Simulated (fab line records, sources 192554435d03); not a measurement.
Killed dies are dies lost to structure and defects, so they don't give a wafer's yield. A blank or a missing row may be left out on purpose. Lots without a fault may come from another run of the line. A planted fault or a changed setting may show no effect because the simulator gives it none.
Chamber matching | flow n5_finfet | N5_BEOL_M6_STRIP_19 on rie_diel-06: 4 sister chambers
The step strips in O2. 14 wafers are shown with their chamber, then 7 later ones without.

WAFERS WITH THEIR CHAMBER
wafer  | chamber | drypump_motor_current_A (A) | showerhead_plenum_p_Torr (Torr) | throttle_valve_pct (%)
L074.1 | 1       | 5.8                         | 2.04                            | 16.52
L074.4 | 3       | 6.4                         | 2.20                            | 16.63
L074.6 | 0       | 6.4                         | 2.09                            | 16.44
L076.1 | 1       | 5.7                         | 2.04                            | 16.56
L076.3 | 2       | 4.9                         | 2.09                            | 16.80
L076.6 | 3       | 6.4                         | 2.20                            | 16.67
L083.1 | 3       | 6.4                         | 2.19                            | 16.67
L083.5 | 3       | 6.4                         | 2.19                            | 16.69
L083.6 | 2       | 4.9                         | 2.08                            | 16.82
L085.1 | 2       | 4.9                         | 2.08                            | 16.81
L085.3 | 3       | 6.4                         | 2.19                            | 16.68
L085.5 | 3       | 6.4                         | 2.19                            | 16.68
L089.1 | 3       | 6.4                         | 2.19                            | 16.73
L089.4 | 1       | 5.8                         | 2.03                            | 16.61

SIGNATURES (means of the wafers above)
reading                  | chamber 0 | chamber 1 | chamber 2 | chamber 3 | scatter within a chamber
drypump_motor_current_A  | 6.400     | 5.767     | 4.900     | 6.400     | 0.0258
showerhead_plenum_p_Torr | 2.0900    | 2.0367    | 2.0833    | 2.1929    | 0.00526
throttle_valve_pct       | 16.4400   | 16.5633   | 16.8100   | 16.6786   | 0.0309
Rule: a wafer's distance from a chamber is the root of the sum, over the readings, of the square of ((its reading less the chamber's mean) divided by the reading's scatter). The wafer belongs to the nearest chamber; if the next one is less than 2 further off, it can't be placed. The scatter: the root of (the sum of the squares of (reading less its chamber's mean) over the shown wafers, divided by (wafers less chambers)).

WAFERS WITHOUT THEIR CHAMBER
wafer  | drypump_motor_current_A (A) | showerhead_plenum_p_Torr (Torr) | throttle_valve_pct (%)
L089.6 | 6.3                         | 2.08                            | 16.53
L090.3 | 5.7                         | 2.03                            | 16.61
L090.4 | 6.4                         | 2.08                            | 16.52
L090.6 | 5.8                         | 2.03                            | 16.62
L094.2 | 5.7                         | 2.02                            | 16.61
L094.3 | 6.4                         | 2.08                            | 16.52
L094.6 | 5.0                         | 2.08                            | 16.42

WHICH CHAMBER EACH WENT THROUGH
wafer  | from the rows above | in truth
L089.6 | 0                   | 0
L090.3 | 1                   | 1
L090.4 | 0                   | 0
L090.6 | 1                   | 1
L094.2 | 1                   | 1
L094.3 | 0                   | 0
L094.6 | 2                   | 2
Placed correctly: 7 of 7. Can't be placed from these rows: 0. Placed wrongly: 0.
